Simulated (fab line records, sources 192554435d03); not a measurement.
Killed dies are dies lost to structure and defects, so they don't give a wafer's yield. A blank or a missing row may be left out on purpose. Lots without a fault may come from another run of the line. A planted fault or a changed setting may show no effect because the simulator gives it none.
A struck lot beside a sound one | flow n5_finfet | 15 steps out of a route of 1938
Sound: wafers L458.1, L458.4, L458.5. Struck: wafer L450.3. (L450.4, L450.5 of the same lot were not struck and are left out.) The cause comes at the end.
At each step with rows: each side's tool, then ch and its chambers, then its first start. Under that, the readings that differ: sound wafers | struck wafers | difference of the means | sigmas: that difference in standard deviations of wafers without a fault.
alike: readings whose means differ by less than 2 such deviations, and words and numbers that are the same on both sides. not compared: withheld readings, readings that some wafer has no value for, bounds like >300 that may hide the same value, and numbers for which the record gives no deviation and whose values overlap.
The two part at a step that has a row with sigmas, a row that says differs or no value, or rows on one side only. Numbers that don't overlap but have no deviation are shown without sigmas and don't part them. A reading that every wafer of one side lacks parts them only if that side has two wafers or more.

first, 1 step without rows for these wafers: N5_BEOL_M1_ANNEAL_87 (time 240 s).
N5_BEOL_M1_SPUTTER_88: material Cu, target thk 4.5 nm, time 8.29 s.
  sound on pvd_sputter-02, day 10 22:20; struck on pvd_sputter-03, day 8 16:44
  alike: chamber_pressure_pa, throttle_valve_pct
then, 1 step without rows for these wafers: N5_BEOL_M1_ANNEAL_89 (time 240 s).
N5_BEOL_M1_SPUTTER_90: material Cu, target thk 4.5 nm, time 8.29 s.
  sound on pvd_sputter-02, day 10 22:34; struck on pvd_sputter-03, day 8 16:58
  alike: chamber_pressure_pa, throttle_valve_pct
N5_BEOL_M1_ANNEAL_91: time 240 s.
  sound on pvd_sputter-02, day 10 22:38; struck on pvd_sputter-03, day 8 17:02
  reading            | sound       | struck | difference | sigmas
  heater_power_w (W) | 844 757 773 | 987    | +196       | +3
then, 2 steps without rows for these wafers: N5_BEOL_M1_SPUTTER_92 (material Cu, target thk 4.5 nm, time 8.29 s); N5_BEOL_M1_ANNEAL_93 (time 240 s).
N5_BEOL_M1_SPUTTER_94: material Cu, target thk 4.5 nm, time 8.29 s.
  sound on pvd_sputter-02, day 10 23:00; struck on pvd_sputter-03, day 8 17:24
  alike: chamber_pressure_pa, throttle_valve_pct
N5_BEOL_M1_ANNEAL_95: time 240 s.
  sound on pvd_sputter-02, day 10 23:05; struck on pvd_sputter-03, day 8 17:29
  reading            | sound       | struck | difference | sigmas
  heater_power_w (W) | 849 774 785 | 973    | +170       | +3
then, 3 steps without rows for these wafers: N5_BEOL_M1_SPUTTER_96 (material Cu, target thk 4.5 nm, time 8.29 s); N5_BEOL_M1_ECD_50 (material Cu, target thk 300 nm); N5_BEOL_M1_ANNEAL_51 (time 90 s).
N5_BEOL_M1_CMP_52: polishes, stops on SiOC, t overpolish 6.8 s, target thk 40 nm.
  sound on cmp-04 ch 1,3, day 10 23:45; struck on cmp-01 ch 3, day 8 20:56
  reading                                | sound          | struck | difference | sigmas
  barrier_field_endpoint_s (s)           | 24.7 23.9 23.8 | 14.0   | -10.1      | -18
  time_to_endpoint_s (s)                 | 60 57 57       | 34     | -24        | -8
  model.Cu_of_BEOL_M1_ECD_50.thk_nm (nm) | 41.8 41.6 42   | 36.6   | -5.2       |
  alike: head_pressure_psi, motor_current_A, overpolish_run_s, slurry_flow_ml_min
N5_BEOL_M4_RC_MEAS_101:
  sound on prober-01 ch 0, day 12 09:22; struck on prober-01 ch 0, day 10 02:50
  reading        | sound          | struck | difference | sigmas
  DIBL_N (mV/V)  | 35.3 35.0 33.5 | 39.5   | +4.9       | +3
  DIBL_P (mV/V)  | 34.5 34.2 32.8 | 39.7   | +5.9       | +3
  IOFF_N (nA/um) | 0.14 0.13 0.11 | 0.23   | +0.10      | +3
  IOFF_P (nA/um) | 0.15 0.15 0.13 | 0.26   | +0.12      | +3
  SS_N (mV/dec)  | 70.9 70.7 70.4 | 73.1   | +2.4       | +4
  SS_P (mV/dec)  | 72.8 72.6 73.1 | 74.3   | +1.5       | +2
  VT_N (mV)      | 252 256 256    | 246    | -9         | -2
  VT_P (mV)      | -259 -260 -258 | -246   | +13        | +4
  alike: ION_N, ION_P
N5_PASSIVATION_PROBE_49:
  the record has rows for the sound wafers here (prober-01, day 16 08:23) and none for the struck ones

WHERE THEY PART
First at N5_BEOL_M1_ANNEAL_91; last, within this record, at N5_PASSIVATION_PROBE_49.

WHY: what the simulator had put in
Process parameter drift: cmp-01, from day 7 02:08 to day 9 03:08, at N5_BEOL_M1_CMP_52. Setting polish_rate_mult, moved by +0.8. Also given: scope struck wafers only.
